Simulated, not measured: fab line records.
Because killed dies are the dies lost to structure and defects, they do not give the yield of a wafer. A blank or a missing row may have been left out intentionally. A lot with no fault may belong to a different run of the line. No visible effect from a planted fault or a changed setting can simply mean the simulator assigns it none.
fab line records -- flow n5-finfet
record: lots: 5, wafers: 15, last-day: 16
route steps=1938 shown BEOL_M10@1495 BEOL_M11@1536 PASSIVATION@1936
lots that met no fault: from a run of the same line without faults
start-h: hours from the record's opening day to when the first of the lot's shown wafers began -- wait-h: how many hours have passed since the lot's step before this one -- " as in the row above -- L1.1+2: several wafers, shown together as one row -- - no value present, or no start provided -- * or withheld: withheld -- < > ~ a bound
route shown NAME@n: a module of which the file shows steps, and the number in the route of the first -- usual: mean/standard deviation taken from wafers without a fault -- same: alike in all rows -- chamber/n: place in a boat -- sites: each site's reading -- _std_site: their standard deviation -- _edge_site: mean of outer sites minus mean of inner sites -- radius-mm: for every site, how far away it sits from the centre of the wafer -- mask NAME#n: copy n -- behind: the last tool/chamber to shape the wafer -- hold: why the lot went on hold/how many hours it stayed there/how the hold came to an end -- device: the transistor (n, p or np) that didn't switch -- end of line: at the end of the route, the tests of the same wafers -- step lacking rows: just its recipe -- killed: the dies lost at the first sort to structure and to defects; this is not the yield of the wafer -- map: a wafer's dies, x killed, . not, _ none there
set.NAME: the setting as run; set.NAME@STEP: as run at that earlier step -- model.NAME: the simulator's own value behind a step, which no gauge read
certain route steps with their lots: each step a table, each wafer a row
services: from which hour (start-h, from the record's first day; less than 0 if before it) a tool's chamber was out of use, for how many hours, and why
== steps ==
step: N5_BEOL_M10_COAT_64
recipe: resist: SiARC, temp-c: 220, time-s: 60, spin-rpm: 1500, resist-thk-nm: 30
step: N5_BEOL_M10_COAT_22
recipe: resist: CAR-ArF, spin-rpm: 1500, resist-thk-nm: 90
step: N5_BEOL_M10_EBR_24
recipe: solvent: PGMEA, ebr-width-mm: 1.5
step: N5_BEOL_M10_SOFTBAKE_23
recipe: temp-c: 110, time-s: 60, resist: CAR-ArF
step: N5_BEOL_M10_EXPOSE_25
recipe: mask-id: V9, na: 1.35, source-shape: annular, sigma-inner: 0.5, sigma-outer: 0.8, polarization: unpolarized, dose-mj: 85.5
step: N5_BEOL_M10_PEB_26
recipe: peb-temp-c: withheld, peb-time-s: 60, resist: CAR-ArF
step: N5_BEOL_M10_DEVELOP_27
recipe: develop-time-s: 30, developer: TMAH, resist: CAR-ArF, rinse-liquid: diw, dry: air-spin, dev-temp-c: 23
step: N5_BEOL_M10_DESCUM_33
recipe: chemistry: O2, time-s: 7.9, source-power-w: 50, bias-power-w: 20, pressure-mtorr: 20, rf-frequency-hz: 2.712e+07, temp-c: 40, resist: CAR-ArF, o2-flow-sccm: 225
step: N5_BEOL_M10_ETCH_65
recipe: chemistry: CF4, target: SiARC, target-depth-a: 390, mask-material: CAR-ArF, time-s: 65, ion-energy-ev: 80, pressure-mtorr: 40, source-w: 545, bias-w: 36, Ar_flow_sccm: 100, cf4-flow-sccm: 100, ends: cleared
step: N5_BEOL_M10_ETCH_66
recipe: chemistry: N2/H2, target: SOC, target-depth-a: 1200, overetch-a: 240, mask-material: SiARC, temp-c: 40, time-s: 180, ion-energy-ev: 200, pressure-mtorr: 30, source-w: 840, bias-w: 150, n2-flow-sccm: 200, h2-flow-sccm: 200
usual: chamber-pressure-mTorr: 29.997/0.028, drypump-motor-current-A: 5.4/0.53, oes-product-au: 0.66/0.068, rf-vpp-V: 523.2/2, showerhead-plenum-p-Torr: 2.51/0.072, throttle-valve-pct: 17.82/0.17
lot.wafer,tool,chamber,start-h,wait-h,chamber-pressure-mTorr,drypump-motor-current-A,oes-product-au,rf-hours-counter-h,rf-vpp-V,showerhead-plenum-p-Torr,throttle-valve-pct
L502.2,rie-diel-06,3,243.34,0.0,30.034,4.8,0.55,229,525.6,2.62,18.05
L502.4,rie-diel-06,2,243.34,0.0,30.010,4.7,0.73,-,521.4,2.48,17.66
L502.6,rie-diel-06,0,243.34,0.0,30.027,5.2,0.69,-,525.1,2.59,17.65
L514.1,rie-diel-06,1,292.86,0.0,30.043,5.9,0.77,12,523.8,2.46,17.65
L514.3,rie-diel-06,3,292.86,0.0,30.010,4.8,0.54,249,527.9,2.61,18.10
L514.6,rie-diel-06,2,292.86,0.0,29.998,4.7,0.70,-,521.1,2.47,17.67
L516.1,rie-diel-06,0,308.41,0.0,29.971,5.3,0.67,83,524.7,2.58,17.68
L516.2,rie-diel-06,1,308.41,0.0,30.007,5.9,0.75,19,520.6,2.46,17.66
L516.3,rie-diel-06,2,308.41,0.0,29.990,4.7,0.70,42,523.2,2.47,17.69
L519.1,rie-diel-06,2,317.10,0.0,30.034,4.7,0.68,45,522.2,2.47,17.70
L519.3,rie-diel-06,0,317.10,0.0,29.972,5.3,0.66,86,524.7,2.58,17.68
L519.4,rie-diel-06,0,317.10,0.0,29.996,5.3,0.66,-,524.0,2.58,17.70
L520.1,rie-diel-03,3,330.27,0.0,29.970,5.5,0.69,39,525.8,2.62,18.00
L520.3,rie-diel-03,1,330.27,0.0,29.999,5.9,0.67,68,520.8,2.46,17.72
L520.6,rie-diel-03,1,330.27,0.0,29.978,5.9,0.67,-,520.2,2.46,17.72
step: N5_BEOL_M10_STRIP_69
recipe: chemistry: N2/H2, temp-c: 40, n2-flow-sccm: 200, h2-flow-sccm: 200, rf-frequency-hz: 6e+07
step: N5_BEOL_M10_VIA_ETCH_34
recipe: chemistry: C4F6/O2, target: SiCOH_lowk, target-depth-a: 1845, mask-material: SOC, taper-deg: 4, time-s: 69.2, ion-energy-ev: 250, pressure-mtorr: 30, source-w: 345, bias-w: 185, Ar_flow_sccm: 300, C4F6_flow_sccm: 10, O2_flow_sccm: 10
step: N5_BEOL_M10_STRIP_73
recipe: chemistry: C4F6/O2, resist: SiARC, rf-frequency-hz: 6e+07
step: N5_BEOL_M10_STRIP_36
recipe: chemistry: N2/H2, power-w: 450, temp-c: 40, pressure-mtorr: 20, rf-frequency-hz: 6e+07, overash-fraction: 0.3, bias-power-w: 7, h2-frac: 0.5, n2-flow-sccm: 200, h2-flow-sccm: 200
step: N5_BEOL_M10_TRENCH_ETCH_37
recipe: chemistry: C4F6/O2, target-depth-a: 1488.3, target: SiCOH_lowk, time-s: 48, ion-energy-ev: 250, pressure-mtorr: 30, source-w: 345, bias-w: 185, Ar_flow_sccm: 300, C4F6_flow_sccm: 10, O2_flow_sccm: 10
step: N5_BEOL_M10_ETCH_41
recipe: chemistry: CH3F/O2, target: SiCN, target-depth-a: 426, taper-deg: 2, time-s: 86, ion-energy-ev: 120, mask-material: TiN, pressure-mtorr: 30, source-w: 395, bias-w: 75, Ar_flow_sccm: 150, CH3F_flow_sccm: 30, O2_flow_sccm: 20
step: N5_BEOL_M10_STRIP_77
recipe: chemistry: N2/H2, time-s: 10, power-w: 450, temp-c: 40, pressure-mtorr: 20, rf-frequency-hz: 6e+07, bias-power-w: 7, n2-flow-sccm: 200, h2-flow-sccm: 200
step: N5_BEOL_M10_HM_STRIP_39
recipe: chemistry: peroxide-tin-strip, material: TiN, target-depth-a: 250, temp-c: 50, time-s: 158
step: N5_BEOL_M10_SRD_40
recipe: time-s: 30, temp-c: 23, rinse-liquid: diw, dry: ipa-marangoni
step: N5_BEOL_M10_PRECLEAN_42
recipe: chemistry: residue-remover, time-s: 60, temp-c: 40
step: N5_BEOL_M10_SRD_43
recipe: time-s: 30, temp-c: 23, rinse-liquid: diw, dry: ipa-marangoni
step: N5_BEOL_M10_CURE_72
recipe: temp-c: 370, time-s: 120, ambient: DMADMS/He, material: SiCOH_lowk
step: N5_BEOL_M10_DEGAS_44
recipe: ambient: vacuum, temp-c: 250, time-s: 60
step: N5_BEOL_M10_PRE_CLEAN_45
recipe: gas: H2/He, time-s: 30, temp-c: 250
step: N5_BEOL_M10_ALD_74
recipe: material: TaN, target-thk-a: 20, temp-c: 275, ald-precursor-family: PDMAT, ald-co-reactant: NH3, pressure-torr: 3, carrier-flow-sccm: 1500, pulse-time-s: 2, purge-time-s: 3, co-reactant-purge-time-s: 2, co-reactant-pulse-time-s: 3, ald-cycles: 40, precursor-vessel-temp-c: 75, precursor-vessel-pressure-torr: 26.25, precursor-vessel-carrier-sccm: 1000
step: N5_BEOL_M10_SURFACE_TREAT_76
recipe: gas: Ar, time-s: *, ion-energy-ev: *, ion-current-ma-cm2: 0.5, pressure-mtorr: *, ar-flow-sccm: 30
step: N5_BEOL_M10_CVD_75
recipe: material: Co, target-thk-a: 20, temp-c: withheld, precursor: CCTBA/H2, pressure-torr: 30, time-s: 138.9
step: N5_BEOL_M10_SPUTTER_48
recipe: material: Cu, target-thk-a: 120, temp-c: -20, bias-v: 60, power-w: 26000, chamber-pressure-pa: 0.13, time-s: 2
step: N5_BEOL_M10_ECD_50
recipe: material: Cu, target-thk-a: 3180
step: N5_BEOL_M10_ANNEAL_51
recipe: temp-c: 225, time-s: 90, ambient: N2
step: N5_BEOL_M10_CMP_52
recipe: stop-on: SiCOH_lowk, t-overpolish-s: 7, down-force-psi: 1, platen-rpm: 50, clearing-platen-down-force-psi: 1.5, clearing-platen-rpm: 50, post-cmp-clean: cu-alkaline, target-thk-nm: 140, clearing-platen-pad-velocity-m-s: 0.99484, pad-velocity-m-s: 0.99484
step: N5_BEOL_M10_PRE_CLEAN_55
recipe: gas: NH3, time-s: 15, temp-c: withheld, rf-power-w: 300
step: N5_BEOL_M10_DEP_56
recipe: material: SiCN, target-thk-a: 150, temp-c: withheld, precursor: 3MS/NH3, pressure-torr: 3, rf-w: 202, time-s: 26.5
step: N5_BEOL_M11_ILD_DEP_00
recipe: material: SiCOH_lowk, target-thk-a: 3085.1, temp-c: 300, precursor: DEMS/porogen, pressure-torr: 5, rf-w: 500, time-s: 58
step: N5_PASSIVATION_PROBE_49
usual: defect-limited-yield: 91.3/1.4, killed_at_M0_to_M3: 32/9.5, killed_at_M4_up: 14/5.2, killed-at-contacts: 13/5.7, killed-at-front-end: 41/12, killed-at-other: 3.5/2.6, killed-dies: 103/17, killed-on-rim: 14/4, killed-open: 68/14, killed-short: 32/7, sort_bin_5_function: 5.0/0.91, sort_bin_6_memory: 3.3/0.7, sort_bin_8_speed: 0.03/0.22, sort-n-pass: 1076/17, sort-yield-pct: 91.2/1.4
same: gross-dies: 1180, killed-at-back-side: 0, sort_bin_4_leakage[%]: 0
lot.wafer,tool,chamber,start-h,wait-h,defect-limited-yield[%],killed_at_M0_to_M3,killed_at_M4_up,killed-at-contacts,killed-at-front-end,killed-at-other,killed-dies,killed-on-rim,killed-open,killed-short,sort_bin_5_function[%],sort_bin_6_memory[%],sort_bin_8_speed[%],sort-n-pass,sort-yield-pct[%]
L514.1,prober-01,-,341.68,0.0,85.3,26,89,11,46,2,174,36,61,32,9.2,3.3,0,1006,85.3
L514.3,prober-01,-,341.78,0.1,80.2,36,129,15,50,4,234,15,77,41,11.8,6.4,0,946,80.2
L514.6,prober-01,-,341.93,0.3,85.7,29,97,15,22,6,169,28,59,21,9.4,3.0,0,1011,85.7
L516.1,prober-02,-,359.24,0.0,86.0,33,69,17,41,5,165,29,71,33,8.4,3.8,0,1015,86.0
L516.2,prober-02,-,359.29,0.1,86.6,36,75,5,40,2,158,31,55,33,7.7,3.8,0,1022,86.6
L516.3,prober-02,-,359.34,0.1,86.0,28,98,6,25,8,165,30,49,26,8.8,3.8,0,1015,86.0
L519.1,prober-02,-,364.73,0.0,85.4,36,94,18,22,2,172,21,53,32,8.5,3.8,0,1008,85.4
L519.3,prober-02,-,364.83,0.1,85.9,49,68,14,33,2,166,24,75,33,8.9,3.5,0,1014,85.9
L519.4,prober-02,-,364.88,0.2,85.8,42,86,9,28,3,168,29,66,28,8.8,3.3,0,1012,85.8
killed by level:class
L514.1 BEOL_M10:unspecified=75 FIN_SAQP:geometric-particle:open=13 MOL_CONTACT_COAG:geometric-particle:open=10 BEOL_M0:geometric-particle:open=10 GATE_CUT:geometric-particle:short=8 BEOL_M1:geometric-particle:open=7 BEOL_M4:geometric-particle:open=7 FIN_SAQP:geometric-particle:short=6
L514.3 BEOL_M10:unspecified=116 FIN_SAQP:geometric-particle:open=17 MOL_CONTACT_COAG:geometric-particle:open=11 BEOL_M1:geometric-particle:open=9 GATE_CUT:geometric-particle:short=8 FIN_SAQP:geometric-particle:short=7 BEOL_M0_SAQP:geometric-particle:open=6 BEOL_M4:geometric-particle:open=5
L514.6 BEOL_M10:unspecified=88 MOL_CONTACT_COAG:geometric-particle:open=15 BEOL_M2:geometric-particle:open=7 FIN_SAQP:geometric-particle:open=6 GATE_CUT:geometric-particle:short=5 BEOL_M1:geometric-particle:open=5 BEOL_M0_SAQP:geometric-particle:short=4 DUMMY_GATE:geometric-particle:open=3
L516.1 BEOL_M10:unspecified=60 MOL_CONTACT_COAG:geometric-particle:open=16 BEOL_M0_SAQP:geometric-particle:short=13 FIN_SAQP:geometric-particle:open=12 BEOL_M0_SAQP:geometric-particle:open=12 GATE_CUT:geometric-particle:short=8 BEOL_M4:geometric-particle:open=7 STI_FIN_REVEAL:geometric-particle:open=5
L516.2 BEOL_M10:unspecified=70 BEOL_M0_SAQP:geometric-particle:short=14 FIN_SAQP:geometric-particle:open=8 BEOL_M0_SAQP:geometric-particle:open=8 FIN_SAQP:geometric-particle:short=7 STI_FIN_REVEAL:geometric-particle:open=7 BEOL_M0:geometric-particle:open=6 GATE_CUT:geometric-particle:short=4
L516.3 BEOL_M10:unspecified=90 BEOL_M0_SAQP:geometric-particle:open=11 BEOL_M0_SAQP:geometric-particle:short=10 FIN_SAQP:geometric-particle:open=6 BEOL_M4:geometric-particle:open=6 GATE_CUT:geometric-particle:short=5 MOL_CONTACT_COAG:geometric-particle:open=5 STARTING-WAFER:geometric-particle:open=5
L519.1 BEOL_M10:unspecified=86 MOL_CONTACT_COAG:geometric-particle:open=12 BEOL_M0_SAQP:geometric-particle:short=11 BEOL_M0_SAQP:geometric-particle:open=11 MOL_CONTACT_COAG:geometric-particle:short=6 FIN_SAQP:geometric-particle:open=4 BEOL_M2:geometric-particle:open=4 BEOL_M2:geometric-particle:short=4
L519.3 BEOL_M10:unspecified=57 BEOL_M0_SAQP:geometric-particle:open=20 STI_FIN_REVEAL:geometric-particle:open=15 MOL_CONTACT_COAG:geometric-particle:open=13 BEOL_M0_SAQP:geometric-particle:short=11 BEOL_M2:geometric-particle:open=6 BEOL_M2:geometric-particle:short=4 BEOL_M4:geometric-particle:open=4
L519.4 BEOL_M10:unspecified=66 BEOL_M0_SAQP:geometric-particle:open=10 BEOL_M0_SAQP:geometric-particle:short=9 BEOL_M2:geometric-particle:open=9 BEOL_M4:geometric-particle:open=9 MOL_CONTACT_COAG:geometric-particle:open=8 BEOL_M1:geometric-particle:open=8 HKMG_FIN:area-etch=7
map L514.3 (x killed, . not)
_________________............________________
______________....x....x...x...._____________
___________.......................x__________
__________..x....x.................._________
________....................x........._______
_______.x..............................______
______.x..x.........x..................._____
_____...................x..........x..x..____
____x.x.x..........x.............x........___
___...........x...x.......x................__
___....................x..x..xx.....x......__
__..x.x....x............xx.................x_
__...........x...............x............x._
_..x....x......x.........x...................
_x..x........x.................x...........x.
_.........x.......xxx......x.....x.........x.
_..x.....x........x.xxxxx.x......x...........
_..x....x.........xxxxxxxxx.xx...............
_........x....xx..xxxxxxxxxx.x...............
_..........x...xxx.xxxxxxxxxx..x.............
_x...............xxxxxxxxxxx.....x...........
__..........x..xxxxxxxxxxxxxxx...........x.._
__...x...........xxxxxxxxxxxx..............._
___.............xxxxxxxxxxxx....x.x.......x__
___............x..xxxxxxxxx..........x.....__
____..x........x..xxxxxxxxxxxx.x....x.....___
_____...x...x...x...x..xx....x..x........____
______....x.x..xx..x...xx.xx..x..x......_____
_______.x..............x...xx...x......______
________...x..x.x......x..xxx...x..x.x_______
__________................x....x...x_________
___________............x..x......x.__________
______________.......x..x.x....._____________
_________________...x....x...________________
map L516.1 (x killed, . not)
_________________....x.......________________
______________x...........x...x._____________
___________........................__________
__________.......x.................._________
________x..........x................x._______
_______.......................x........______
______...x...........x......x..........._____
_____..........x.x....x.......x.x.x..x...____
____......x.........xxx...................___
___.x............xx.xx.....................__
___.x..........x...........................__
__xx.......x....x.......x...............x..._
__x.x.................................xx...._
_xx.x..............x............x......x.....
_xxxxx..............x.....xxx..........x..x..
_xxxxx.........xx............x...x......x....
_xxxxx...x..x...........x.......x......x.....
_xxxxxxx......................xx............x
_xxxxx.x.......x.............................
_xxxxx.xx.........x.x...x.....x..x......x....
_xxxxxxx.....x...x...x.x..x.......x..........
__xxxxxx......x......x.x..x................x_
__x.x..xx..................................._
___x.x.........................x...........__
___.xx......x....x....xx....x..............__
____........x..........................x..___
_____x........x......x...................____
______.................x......x........._____
_______x....x.............x...xxx..x...______
________...................xx........._______
__________.........................._________
___________......x.....x...........__________
______________..x..............._____________
_________________......x.....________________
== services ==
tool,chamber,start-h,hours,kind
rie-diel-06,-,223.44,14.6,pm
rie-diel-06,1,242.74,-,clean
rie-diel-06,1,242.74,-,consumable-replace:focus-ring
rie-diel-06,1,242.74,21.2,scheduled-down
rie-diel-06,1,242.74,21.2,vent-cycle
rie-diel-06,3,296.00,-,clean
rie-diel-06,3,296.00,-,consumable-replace:focus-ring
== key ==
first-sign: step: N5_PASSIVATION_PROBE_49, reading: killed_at_M4_up, direction: up, sigmas: 14, usual: 14, struck: 89
effect: step: N5_PASSIVATION_PROBE_49, reading: defect-limited-yield, direction: down, sigmas: 4.3, usual: 91.3, struck: 85.2
more-kills-born-at: N5_BEOL_M10_ETCH_66@rie-diel-06: 708
met-at N5_BEOL_M10_ETCH_66
struck-wafers L514.1,L514.3,L514.6,L516.1,L516.2,L516.3,L519.1,L519.3,L519.4
onset-between 243.34 292.86
fault: kind: chamber-particle-source, tool: rie-diel-06, chamber: -, onset-h: 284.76, steps: N5_BEOL_M10_ETCH_66, rate-per-visit-cm2: 0.72819, end-h: 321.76
